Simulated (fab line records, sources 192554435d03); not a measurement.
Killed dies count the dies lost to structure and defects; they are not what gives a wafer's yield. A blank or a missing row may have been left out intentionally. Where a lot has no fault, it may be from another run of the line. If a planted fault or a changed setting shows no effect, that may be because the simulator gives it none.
One fault through the eyes of 2 desks + flow n5Finfet + what lay behind the numbers comes last; until then each desk has only its own

== THE METROLOGY DESK ==
Means of the sampled wafers that have a number, per lot and without regard to the tool the lot ran on: this is what the gauges read. The brackets show how far a lot's mean lies from the usual mean; more than 4 standard deviations puts the lot out of limits, marked OUT.
Columns: A = M7_THK at N5_BEOL_M7_THK_MEAS_53, usual 79.2 nm; B = M7_RS at N5_BEOL_M7_RS_MEAS_57, usual 0.286 ohm/sq
| lot  | first seen here | A    | B     |
|------|-----------------|------|-------|
| L378 | day 9 11:23     | 79.4 | 0.284 |
| L388 | day 12 17:19    | 82.5 | 0.273 |
| L392 | day 13 00:34    | 77.3 | 0.294 |
| L391 | day 13 00:50    | 81.9 | 0.272 |
| L387 | day 13 01:10    | 82.3 | 0.276 |
| L399 | day 15 11:15    | 82.7 | 0.274 |
Finding of this desk: none of the 6 lots has anything out of limits.

== THE TOOL OWNER'S DESK: pecvd-03 ==
The tool's own readings at N5_BEOL_M7_DEP_56 (deposits SiCN from 3MS/NH3, target thk 10 nm, time 17.5 s): means of the sampled wafers that have a number, for each lot that ran on this tool. The brackets show how far a lot's mean lies from the usual mean; more than 4 standard deviations puts the lot out of limits, marked OUT.
Columns: A = showerheadPlenumPTorr at N5_BEOL_M7_DEP_56, usual 3.665 Torr; B = throttleValvePct at N5_BEOL_M7_DEP_56, usual 9.1 %
| lot  | first seen here | A     | B   |
|------|-----------------|-------|-----|
| L388 | day 12 17:23    | 3.663 | 9.2 |
| L392 | day 13 00:37    | 3.660 | 9.2 |
| L387 | day 13 01:14    | 3.672 | 9.1 |
Finding of this desk: none of the 3 lots has anything out of limits.

== TAKEN TOGETHER ==
Nothing out of limits was seen by the metrology desk.
The tool owner's desk saw nothing out of limits.

== WHAT THE SIMULATOR HAD PUT IN ==
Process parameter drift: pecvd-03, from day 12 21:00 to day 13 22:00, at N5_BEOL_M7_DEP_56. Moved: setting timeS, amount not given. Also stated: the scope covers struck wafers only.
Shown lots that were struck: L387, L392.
